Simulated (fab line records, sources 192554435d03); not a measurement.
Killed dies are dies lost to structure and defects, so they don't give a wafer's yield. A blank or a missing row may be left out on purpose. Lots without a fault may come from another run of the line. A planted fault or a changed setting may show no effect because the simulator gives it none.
Which tool did it? | flow n5_finfet | 14 lots, 42 wafers sampled, at 3 steps of a route of 1938

WHAT THE GAUGES READ, wafer by wafer
N5_BEOL_M2_INSPECT_59: inspects for defects (darkfield).
lot  | measured     | on                | raw_defect_count
L474 | day 7 03:19  | defect_inspect-02 | 77 72 60
L473 | day 7 16:01  | defect_inspect-02 | 37 45 43
L475 | day 7 22:39  | defect_inspect-01 | 52 50 64
L476 | day 8 05:21  | defect_inspect-02 | 95 44 44
L479 | day 8 14:48  | defect_inspect-02 | 54 55 35
L478 | day 8 15:22  | defect_inspect-02 | 77 94 75
L480 | day 8 21:11  | defect_inspect-02 | 52 67 79
L483 | day 9 21:29  | defect_inspect-02 | 65 51 39
L484 | day 10 05:31 | defect_inspect-01 | 50 42 34
L492 | day 11 16:59 | defect_inspect-01 | 96 62 74
L493 | day 12 08:14 | defect_inspect-02 | 93 74 62
L494 | day 12 08:31 | defect_inspect-02 | 73 85 68
L495 | day 12 16:52 | defect_inspect-01 | 41 73 57
L496 | day 12 20:29 | defect_inspect-02 | 124 83 64

N5_BEOL_M3_THK_MEAS_01.
lot  | measured     | on            | M3_ILD_THK (nm)
L474 | day 7 03:25  | film_metro-02 | 77.2 78.6 80.5
L473 | day 7 16:08  | film_metro-02 | 79.8 78.9 81.6
L475 | day 7 22:46  | film_metro-02 | 78.8 76.7 79.7
L476 | day 8 05:27  | film_metro-02 | 78.1 78.9 79.8
L479 | day 8 14:54  | film_metro-02 | 77.6 78.2 77.7
L478 | day 8 15:28  | film_metro-02 | 78.3 80.1 80.7
L480 | day 8 21:17  | film_metro-02 | 78.8 78.3 79.6
L483 | day 9 21:35  | film_metro-01 | 78.5 79.8 80.2
L484 | day 10 05:37 | film_metro-01 | 76.4 77.0 78.8
L492 | day 11 17:05 | film_metro-01 | 79.2 79.0 78.5
L493 | day 12 08:20 | film_metro-01 | 79.0 80.3 78.6
L494 | day 12 08:37 | film_metro-02 | 78.4 79.2 81.2
L495 | day 12 16:58 | film_metro-02 | 79.7 80.2 80.2
L496 | day 12 20:35 | film_metro-01 | 78.9 77.9 78.2

WHICH TOOL RAN EACH LOT (tool, then ch and the chambers of the sampled wafers, then the start)
lot  | N5_BEOL_M2_PRE_CLEAN_60
L474 | cvd_co-01 ch 0,1, day 7 03:04
L473 | cvd_co-01 ch 0,2, day 7 15:45
L475 | cvd_co-01 ch 1,2, day 7 22:24
L476 | cvd_co-01 ch 0,1,2, day 8 05:06
L479 | cvd_co-01 ch 0,2, day 8 14:33
L478 | cvd_co-01 ch 0,1, day 8 15:07
L480 | cvd_co-02 ch 0,2, day 8 20:56
L483 | cvd_co-02 ch 0,1,2, day 9 21:12
L484 | cvd_co-01 ch 0,1,2, day 10 05:16
L492 | cvd_co-01 ch 0,1, day 11 16:43
L493 | cvd_co-01 ch 1,2, day 12 07:59
L494 | cvd_co-01 ch 0,2, day 12 08:16
L495 | cvd_co-01 ch 1,2, day 12 16:37
L496 | cvd_co-01 ch 0,1,2, day 12 20:15
- N5_BEOL_M2_PRE_CLEAN_60: time 15 s.

WHAT THE TOOLS THEMSELVES READ (means of the sampled wafers that have a number; where no wafer has one, the mark that the record gives instead)
N5_BEOL_M2_PRE_CLEAN_60.
lot  | tool      | heater_power_w (W)
L474 | cvd_co-01 | 99
L473 | cvd_co-01 | 86
L475 | cvd_co-01 | 88
L476 | cvd_co-01 | 88
L479 | cvd_co-01 | 76
L478 | cvd_co-01 | 100
L480 | cvd_co-02 | 90
L483 | cvd_co-02 | 84
L484 | cvd_co-01 | 87
L492 | cvd_co-01 | 98
L493 | cvd_co-01 | 87
L494 | cvd_co-01 | 77
L495 | cvd_co-01 | 75
L496 | cvd_co-01 | 88

THE ANSWER, worked out from the rows above alone
Rule: what is usual is taken from the lots themselves. Put in order of their means at a reading, lots are off if they are a third of the lots or fewer, leave a main group of 4 or more, and stand apart from it by a gap of 3 or more times the standard deviation of the main group's means; of several such gaps the widest counts. A main group whose means are all the same, to the digits that the tables above print for the reading, isn't used. A lot without any number at a reading at which 4 lots or more have one is off too. The other lots that the step has rows for count as sound. The gauges are gone through in route order, then the tools' own readings, and for those a lot's mean is taken as printed above. The first step at which some lot is off is used, and at that step the reading that is off furthest; a lot without a number counts as furthest.
No lot is off at any reading shown: from this, nothing can be told.

WHAT THE SIMULATOR HAD PUT IN
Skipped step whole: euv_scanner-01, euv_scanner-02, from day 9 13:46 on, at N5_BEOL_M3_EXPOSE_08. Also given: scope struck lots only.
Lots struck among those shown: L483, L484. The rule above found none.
